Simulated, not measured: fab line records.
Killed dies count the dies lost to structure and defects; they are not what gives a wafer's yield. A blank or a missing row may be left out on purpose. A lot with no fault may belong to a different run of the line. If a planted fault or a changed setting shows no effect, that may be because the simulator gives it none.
Split-lot study || flow n5_finfet || route with 1938 steps; 7 lots, 21 wafers read

## THE SPLIT ITSELF
At N5_BEOL_M9_ETCH_62 (etches SOC in N2/H2, target depth 110 nm, overetch 22 nm, time 165 s), the setting time_s was moved away from the recipe's 165 s on 5 of the 21 wafers read, by -17.8% to +11.6%. This setting was run at the recipe's value on the other wafers.

The split's own step is where the reading is taken.

## THE READING
SiARC_of_BEOL_M9_COAT_60.thk_nm (the simulator's own value, which no gauge read), in nm, at N5_BEOL_M9_ETCH_62 (etches SOC in N2/H2, target depth 110 nm, overetch 22 nm, time 165 s). The file does not state a usual value for it. Here, 16 wafers ran the recipe; their average is 23.5 nm with a standard deviation of 0.16 nm.

{"wafer": "L083.1", "tool, chamber at the split": "rie_diel-05, 0,2", "time_s as run, s": 135.7, "against the recipe": "-17.8%", "SiARC_of_BEOL_M9_COAT_60.thk_nm, nm": 24.6, "against lot-mates on the recipe": "+1.2"}
{"wafer": "L083.5", "tool, chamber at the split": "rie_diel-05, 0,2", "time_s as run, s": 135.7, "against the recipe": "-17.8%", "SiARC_of_BEOL_M9_COAT_60.thk_nm, nm": 24.6, "against lot-mates on the recipe": "+1.2"}
{"wafer": "L083.2", "tool, chamber at the split": "rie_diel-05, 1", "time_s as run, s": 165, "against the recipe": "recipe", "SiARC_of_BEOL_M9_COAT_60.thk_nm, nm": 23.4, "against lot-mates on the recipe": "-"}
{"wafer": "L082.2", "tool, chamber at the split": "rie_diel-02, 1", "time_s as run, s": 165, "against the recipe": "recipe", "SiARC_of_BEOL_M9_COAT_60.thk_nm, nm": 23.4, "against lot-mates on the recipe": "-"}
{"wafer": "L082.3", "tool, chamber at the split": "rie_diel-02, 3,2", "time_s as run, s": 165, "against the recipe": "recipe", "SiARC_of_BEOL_M9_COAT_60.thk_nm, nm": 23.6, "against lot-mates on the recipe": "-"}
{"wafer": "L082.4", "tool, chamber at the split": "rie_diel-02, 3,2", "time_s as run, s": 165, "against the recipe": "recipe", "SiARC_of_BEOL_M9_COAT_60.thk_nm, nm": 23.6, "against lot-mates on the recipe": "-"}
{"wafer": "L085.1", "tool, chamber at the split": "rie_diel-06, 0", "time_s as run, s": 154.9, "against the recipe": "-6.1%", "SiARC_of_BEOL_M9_COAT_60.thk_nm, nm": 24, "against lot-mates on the recipe": "+0.7"}
{"wafer": "L085.2", "tool, chamber at the split": "rie_diel-06, 1", "time_s as run, s": 165, "against the recipe": "recipe", "SiARC_of_BEOL_M9_COAT_60.thk_nm, nm": 23.2, "against lot-mates on the recipe": "-"}
{"wafer": "L085.4", "tool, chamber at the split": "rie_diel-06, 3", "time_s as run, s": 165, "against the recipe": "recipe", "SiARC_of_BEOL_M9_COAT_60.thk_nm, nm": 23.4, "against lot-mates on the recipe": "-"}
{"wafer": "L089.3", "tool, chamber at the split": "rie_diel-06, 2", "time_s as run, s": 165, "against the recipe": "recipe", "SiARC_of_BEOL_M9_COAT_60.thk_nm, nm": 23.6, "against lot-mates on the recipe": "-"}
{"wafer": "L089.5", "tool, chamber at the split": "rie_diel-06, 2", "time_s as run, s": 165, "against the recipe": "recipe", "SiARC_of_BEOL_M9_COAT_60.thk_nm, nm": 23.6, "against lot-mates on the recipe": "-"}
{"wafer": "L089.4", "tool, chamber at the split": "rie_diel-06, 1", "time_s as run, s": 165, "against the recipe": "recipe", "SiARC_of_BEOL_M9_COAT_60.thk_nm, nm": 23.4, "against lot-mates on the recipe": "-"}
{"wafer": "L092.3", "tool, chamber at the split": "rie_diel-05, 1", "time_s as run, s": 165, "against the recipe": "recipe", "SiARC_of_BEOL_M9_COAT_60.thk_nm, nm": 23.6, "against lot-mates on the recipe": "-"}
{"wafer": "L092.4", "tool, chamber at the split": "rie_diel-05, 2", "time_s as run, s": 165, "against the recipe": "recipe", "SiARC_of_BEOL_M9_COAT_60.thk_nm, nm": 23.8, "against lot-mates on the recipe": "-"}
{"wafer": "L092.6", "tool, chamber at the split": "rie_diel-05, 0", "time_s as run, s": 142.3, "against the recipe": "-13.8%", "SiARC_of_BEOL_M9_COAT_60.thk_nm, nm": 24.6, "against lot-mates on the recipe": "+0.9"}
{"wafer": "L094.3", "tool, chamber at the split": "rie_diel-06, 0", "time_s as run, s": 184.2, "against the recipe": "+11.6%", "SiARC_of_BEOL_M9_COAT_60.thk_nm, nm": 22.8, "against lot-mates on the recipe": -0.5}
{"wafer": "L094.4", "tool, chamber at the split": "rie_diel-06, 1", "time_s as run, s": 165, "against the recipe": "recipe", "SiARC_of_BEOL_M9_COAT_60.thk_nm, nm": 23.2, "against lot-mates on the recipe": "-"}
{"wafer": "L094.5", "tool, chamber at the split": "rie_diel-06, 2", "time_s as run, s": 165, "against the recipe": "recipe", "SiARC_of_BEOL_M9_COAT_60.thk_nm, nm": 23.4, "against lot-mates on the recipe": "-"}
{"wafer": "L093.1", "tool, chamber at the split": "rie_diel-05, 3", "time_s as run, s": 165, "against the recipe": "recipe", "SiARC_of_BEOL_M9_COAT_60.thk_nm, nm": 23.4, "against lot-mates on the recipe": "-"}
{"wafer": "L093.2", "tool, chamber at the split": "rie_diel-05, 1", "time_s as run, s": 165, "against the recipe": "recipe", "SiARC_of_BEOL_M9_COAT_60.thk_nm, nm": 23.6, "against lot-mates on the recipe": "-"}
{"wafer": "L093.4", "tool, chamber at the split": "rie_diel-05, 1", "time_s as run, s": 165, "against the recipe": "recipe", "SiARC_of_BEOL_M9_COAT_60.thk_nm, nm": 23.6, "against lot-mates on the recipe": "-"}
Where a row lists several chambers, the file gives one row for several wafers and doesn't say which wafer went through which chamber.

FIT RESULTS
A straight line over all 21 wafers: SiARC_of_BEOL_M9_COAT_60.thk_nm changes by -0.0658 nm for each +1% of time_s; r = -0.95; the points scatter about the line by 0.16 nm.
The same after taking each lot's own level away (the mean of its wafers on the recipe; 21 wafers): -0.0641 nm for each +1%; r = -0.96; scatter 0.12 nm.
Per that fit: largest time_s move, reading shift of 1.1 nm.
From 23.30 to 23.70 nm: that is the span of the lots' own levels, equal to 2.5 times the standard deviation above.
So the lot-to-lot level changes the slope little: the two slopes agree.
Check: +1.16 nm against its lot-mates is what the line predicts for one of the wafers moved furthest among these (-17.8%) when that wafer is left out of the fit. Against them it came out at +1.2 nm.

## OTHER SPLITS ON THESE WAFERS
Before the reading, these wafers also passed through other splits. Each is held against what the fit with the lots' levels taken away leaves over:
{"other split on the same wafers": "N5_BEOL_M8_TRENCH_ETCH_37 time_s", "wafers away from the commonest value": 8, "r with SiARC_of_BEOL_M9_COAT_60.thk_nm (lot level and that fit taken away)": "+0.27"}

## FILE'S OWN FIT
SiARC_of_BEOL_M9_COAT_60.thk_nm changes by -0.0646 nm for each +1% of time_s, r = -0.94.
